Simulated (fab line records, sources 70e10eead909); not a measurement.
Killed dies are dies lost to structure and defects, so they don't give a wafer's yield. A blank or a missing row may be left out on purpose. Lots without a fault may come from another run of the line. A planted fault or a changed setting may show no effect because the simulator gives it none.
Which tool did it? | flow nand_harc | 12 lots, 34 wafers sampled, at 2 steps of a route of 1159

WHAT THE GAUGES READ, wafer by wafer
NHARC_P_STI_CD_MEAS_16. Usual: cd_nm 200 nm, standard deviation 3.8.
lot  | measured    | on        | cd_nm (nm)  | flag
L490 | day 2 14:11 | cd_sem-03 | 202 204 204 |
L489 | day 2 14:13 | cd_sem-01 | 195 196 200 |
L491 | day 3 02:43 | cd_sem-03 | 199 204 206 |
L492 | day 3 02:46 | cd_sem-01 | 204 199 194 |
L493 | day 3 11:46 | cd_sem-03 | 199 197 202 |
L497 | day 4 13:29 | cd_sem-01 | 201 201 200 |
L501 | day 5 08:26 | cd_sem-01 | 199 195     |
L502 | day 5 17:47 | cd_sem-01 | 198 196     |
L508 | day 7 06:09 | cd_sem-03 | 198 198 195 |
L510 | day 7 14:19 | cd_sem-01 | 192 205 198 |
L512 | day 8 02:01 | cd_sem-01 | 201 206 202 |
L511 | day 8 02:02 | cd_sem-02 | 192 199 195 |

WHICH TOOL RAN EACH LOT (tool, then ch and the chambers of the sampled wafers, then the start)
lot  | NHARC_P_STI_ETCH_42
L490 | rie_diel-13 ch 0,2,3, day 2 13:50
L489 | rie_diel-09 ch 2,3, day 2 13:52
L491 | rie_diel-09 ch 0,1,3, day 3 02:21
L492 | rie_diel-12 ch 0,3, day 3 02:25
L493 | rie_diel-13 ch 0,3, day 3 11:24
L497 | rie_diel-13 ch 0,1,3, day 4 13:07
L501 | rie_diel-09 ch 0,1, day 5 08:04
L502 | rie_diel-13 ch 1,2, day 5 17:25
L508 | rie_diel-13 ch 0,2,3, day 7 05:47
L510 | rie_diel-13 ch 0,1, day 7 13:57
L512 | rie_diel-09 ch 0,1,2, day 8 01:39
L511 | rie_diel-13 ch 2,3, day 8 01:41
- NHARC_P_STI_ETCH_42: etches the open film in N2/H2, target depth 80 nm, overetch 24 nm, time 61 s.

WHAT THE TOOLS THEMSELVES READ (means of the sampled wafers that have a number; where no wafer has one, the mark that the record gives instead)
NHARC_P_STI_ETCH_42. Usual: drypump_motor_current_A 5.6 A, standard deviation 0.51; oes_product_au 1.005 a.u., standard deviation 0.013; rf_vpp_V 431.9 V, standard deviation 1.9; showerhead_plenum_p_Torr 2.09 Torr, standard deviation 0.062; throttle_valve_pct 14.172 %, standard deviation 0.0096.
lot  | tool        | drypump_motor_current_A (A) | oes_product_au (a.u.) | rf_vpp_V (V) | showerhead_plenum_p_Torr (Torr) | throttle_valve_pct (%) | flag
L490 | rie_diel-13 | 5.4                         | 1.003                 | 432.5        | 2.14                            | 14.167                 |
L489 | rie_diel-09 | 5.5                         | 1.003                 | 431.6        | 2.04                            | 14.163                 |
L491 | rie_diel-09 | 5.8                         | 1.002                 | 429.6        | 2.02                            | 14.178                 |
L492 | rie_diel-12 | 4.9                         | 0.993                 | 431.9        | 2.07                            | 14.176                 |
L493 | rie_diel-13 | 5.4                         | 1.003                 | 433.6        | 2.15                            | 14.167                 |
L497 | rie_diel-13 | 5.4                         | 1.018                 | 433.5        | 2.15                            | 14.167                 |
L501 | rie_diel-09 | 6.2                         | 0.992                 | 428.8        | 2.01                            | 14.163                 |
L502 | rie_diel-13 | 5.5                         | 1.006                 | 431.9        | 2.12                            | 14.183                 |
L508 | rie_diel-13 | 5.4                         | 1.009                 | 432.5        | 2.14                            | 14.173                 |
L510 | rie_diel-13 | 5.0                         | 0.998                 | 433.6        | 2.16                            | 14.168                 |
L512 | rie_diel-09 | 6.2                         | 1.005                 | 431.3        | 2.04                            | 14.164                 |
L511 | rie_diel-13 | 5.7                         | 1.005                 | 432.6        | 2.11                            | 14.172                 |

THE ANSWER, worked out from the rows above alone
Rule: a lot is off if the mean of its wafers that have a number lies more than 3 standard deviations from the usual mean. A lot without any number at a reading at which 4 lots or more have one is off too. The other lots that the step has rows for count as sound. The gauges are gone through in route order, then the tools' own readings, and for those a lot's mean is taken as printed above. The first step at which some lot is off is used, and at that step the reading that is off furthest; a lot without a number counts as furthest.
No lot is off at any reading shown: from this, nothing can be told.

WHAT THE SIMULATOR HAD PUT IN
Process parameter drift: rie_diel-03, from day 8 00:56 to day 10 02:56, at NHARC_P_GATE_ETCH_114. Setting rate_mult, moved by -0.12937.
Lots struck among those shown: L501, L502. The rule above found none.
